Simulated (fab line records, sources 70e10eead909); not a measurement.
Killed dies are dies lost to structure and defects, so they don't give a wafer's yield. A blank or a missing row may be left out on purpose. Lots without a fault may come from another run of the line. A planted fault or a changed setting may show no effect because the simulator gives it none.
A struck lot beside a sound one | flow nand_harc | 18 steps out of a route of 1159
Sound: wafers L195.2, L195.4, L195.6. Struck: wafers L204.1, L204.5, L204.6. The cause comes at the end.
At each step with rows: each side's tool, then ch and its chambers, then its first start. Under that, the readings that differ: sound wafers | struck wafers | difference of the means | sigmas: that difference in standard deviations of wafers without a fault.
alike: readings whose means differ by less than 2 such deviations, and words and numbers that are the same on both sides. not compared: withheld readings, readings that some wafer has no value for, bounds like >300 that may hide the same value, and numbers for which the record gives no deviation and whose values overlap.
The two part at a step that has a row with sigmas, a row that says differs or no value, or rows on one side only. Numbers that don't overlap but have no deviation are shown without sigmas and don't part them. A reading that every wafer of one side lacks parts them only if that side has two wafers or more.

NHARC_P_M2_PRE_CLEAN_32: time 12 s.
  sound on pecvd-01 ch 0,1,2, day 8 04:32; struck on pecvd-03 ch 1,2, day 10 13:35
  alike: heater_power_w
NHARC_P_M2_DEP_33: deposits SiCN, target thk 30 nm.
  sound on pecvd-01 ch 0,1,2, day 8 04:38; struck on pecvd-03 ch 1,2, day 10 13:40
  alike: heater_power_w
NHARC_P_BONDPAD_DEP_00: deposits SiCN, target thk 250 nm.
  sound on pecvd-03 ch 0,2, day 8 05:04; struck on pecvd-04 ch 0,1,2, day 10 14:05
  alike: heater_power_w
NHARC_P_BONDPAD_CMP_32: polishes SiCN, target thk 200 nm.
  sound on cmp-04 ch 0,1,3, day 8 05:28; struck on cmp-04 ch 1,2, day 10 14:31
  alike: motor_current_A
  not compared: pad_life_wafers
NHARC_P_BONDPAD_THK_MEAS_33: measures by ellipsometry.
  sound on film_metro-02, day 8 05:40; struck on film_metro-02, day 10 14:44
  alike: thk_nm
then, 7 steps without rows for these wafers: NHARC_P_BONDPAD_SRD_34; NHARC_P_BONDPAD_DEHYDRATE_01 (time 120 s); NHARC_P_BONDPAD_HMDS_02 (time 30 s); NHARC_P_BONDPAD_COAT_36 (time 65 s); NHARC_P_BONDPAD_COAT_03 (resist thk 600 nm); NHARC_P_BONDPAD_SOFTBAKE_04 (time 70 s); NHARC_P_BONDPAD_EBR_05.
NHARC_P_BONDPAD_EXPOSE_06: exposes mask P BPAD.
  sound on krf_scanner-01 ch 0, day 8 06:05; struck on krf_scanner-02 ch 0, day 10 15:09
  reading              | sound             | struck            | difference | sigmas
  exposure_dose_mJ_cm2 | 37.12 37.04 37.09 | 55.02 55.06 55.10 | +17.98     | +99 or more
  alike: mask
then, 2 steps without rows for these wafers: NHARC_P_BONDPAD_PEB_07 (peb time 80 s); NHARC_P_BONDPAD_DEVELOP_08 (time 50 s).
NHARC_P_BONDPAD_CD_MEAS_09: target cd 500 nm.
  sound on cd_sem-02 ch 0, day 8 06:15; struck on cd_sem-02 ch 0, day 10 15:19
  reading    | sound             | struck            | difference | sigmas
  cd_nm (nm) | 504.5 503.1 505.5 | 515.1 516.5 518.0 | +12.2      | +6
NHARC_P_BONDPAD_OVL_MEAS_38:
  sound on overlay-02, day 8 06:20; struck on overlay-02, day 10 15:24
  reading           | sound    | struck   | difference | sigmas
  overlay_y_nm (nm) | -4 -5 -5 | 11 11 11 | +16        | +3
  alike: overlay_x_nm
NHARC_END_SORT_01:
  the record has rows for the sound wafers here (prober-01 ch 0, day 21 18:39) and none for the struck ones

WHERE THEY PART
First at NHARC_P_BONDPAD_EXPOSE_06; last, within this record, at NHARC_END_SORT_01.

WHY: what the simulator had put in
Process parameter drift: krf_scanner-02, from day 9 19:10 on, at NHARC_P_BONDPAD_EXPOSE_06. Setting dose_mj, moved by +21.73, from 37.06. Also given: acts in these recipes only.
